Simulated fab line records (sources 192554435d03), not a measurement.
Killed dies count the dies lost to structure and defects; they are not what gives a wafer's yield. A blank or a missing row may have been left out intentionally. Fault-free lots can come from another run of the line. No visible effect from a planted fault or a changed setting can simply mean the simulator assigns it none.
Chamber matching + flow n5 finfet + 4 sister chambers for N5_BEOL_M6_ALD_77 on ald metal-01
The step deposits TaN, target thk 2 nm, pulse time 2 s, purge time 3 s. 24 wafers are shown with their chamber, then 12 later ones without.

== EACH WAFER AND ITS CHAMBER ==
| wafer  | chamber | heater power w (W) | precursor vessel pressure torr (Torr) |
|--------|---------|--------------------|---------------------------------------|
| L076.1 | 0       | 444                | 26.29                                 |
| L076.4 | 3       | 436                | 26.25                                 |
| L076.6 | 3       | 438                | 26.23                                 |
| L075.2 | 2       | 480                | 26.34                                 |
| L075.5 | 2       | 498                | 26.21                                 |
| L075.6 | 1       | 420                | 26.16                                 |
| L078.3 | 1       | 428                | 26.31                                 |
| L078.4 | 0       | 450                | 26.22                                 |
| L078.6 | 3       | 444                | 26.16                                 |
| L079.1 | 1       | 412                | 26.34                                 |
| L079.4 | 2       | 494                | 26.25                                 |
| L079.6 | 2       | 490                | 26.31                                 |
| L080.1 | 0       | 465                | 26.32                                 |
| L080.2 | 2       | 479                | 26.31                                 |
| L080.3 | 1       | 417                | 26.23                                 |
| L083.1 | 1       | 420                | 26.24                                 |
| L083.3 | 0       | 446                | 26.22                                 |
| L083.6 | 1       | 414                | 26.27                                 |
| L086.2 | 3       | 433                | 26.38                                 |
| L086.4 | 1       | 420                | 26.30                                 |
| L086.6 | 0       | 462                | 26.22                                 |
| L085.4 | 3       | 445                | 26.28                                 |
| L085.5 | 3       | 442                | 26.22                                 |
| L085.6 | 2       | 484                | 26.29                                 |

SIGNATURES, as means of the wafers listed above
| reading                        | chamber 0 | chamber 1 | chamber 2 | chamber 3 | scatter within a chamber |
|--------------------------------|-----------|-----------|-----------|-----------|--------------------------|
| heater power w                 | 453.40    | 418.71    | 487.50    | 439.67    | 6.85                     |
| precursor vessel pressure torr | 26.2540   | 26.2643   | 26.2850   | 26.2533   | 0.0588                   |
Rule: for each reading, subtract the chamber's mean from the wafer's reading, divide by that reading's scatter and square the result; add these up over the readings and take the root, which gives the wafer's distance from the chamber. If the next closest chamber is less than 2 further off than the closest, the wafer can't be placed; otherwise it belongs to the closest. The scatter: take each reading less its chamber's mean, square it, sum over the shown wafers, divide by the number of wafers less the number of chambers, and take the root.

== WAFERS MISSING THEIR CHAMBER ==
| wafer  | heater power w (W) | precursor vessel pressure torr (Torr) |
|--------|--------------------|---------------------------------------|
| L087.1 | 432                | 26.27                                 |
| L087.2 | 450                | 26.28                                 |
| L087.3 | 492                | 26.18                                 |
| L093.1 | 492                | 26.24                                 |
| L093.4 | 414                | 26.31                                 |
| L093.6 | 488                | 26.30                                 |
| L090.2 | 454                | 26.20                                 |
| L090.3 | 417                | 26.33                                 |
| L090.5 | 447                | 26.20                                 |
| L097.2 | 472                | 26.34                                 |
| L097.4 | 436                | 26.35                                 |
| L097.5 | 449                | 26.28                                 |

== WHICH CHAMBER EACH WENT THROUGH ==
| wafer  | from the rows above          | in truth |
|--------|------------------------------|----------|
| L087.1 | can't be placed: 3 or 1 or 0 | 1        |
| L087.2 | can't be placed: 0 or 3      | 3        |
| L087.3 | 2                            | 2        |
| L093.1 | 2                            | 2        |
| L093.4 | 1                            | 1        |
| L093.6 | 2                            | 2        |
| L090.2 | can't be placed: 0 or 3      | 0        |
| L090.3 | 1                            | 1        |
| L090.5 | can't be placed: 0 or 3      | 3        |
| L097.2 | can't be placed: 2 or 0      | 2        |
| L097.4 | can't be placed: 3 or 1 or 0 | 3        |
| L097.5 | can't be placed: 0 or 3      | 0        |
5 of 12 placed correctly. Unplaceable from these rows: 7, with the true chamber sitting among the candidates in 7. Placed wrongly: 0.
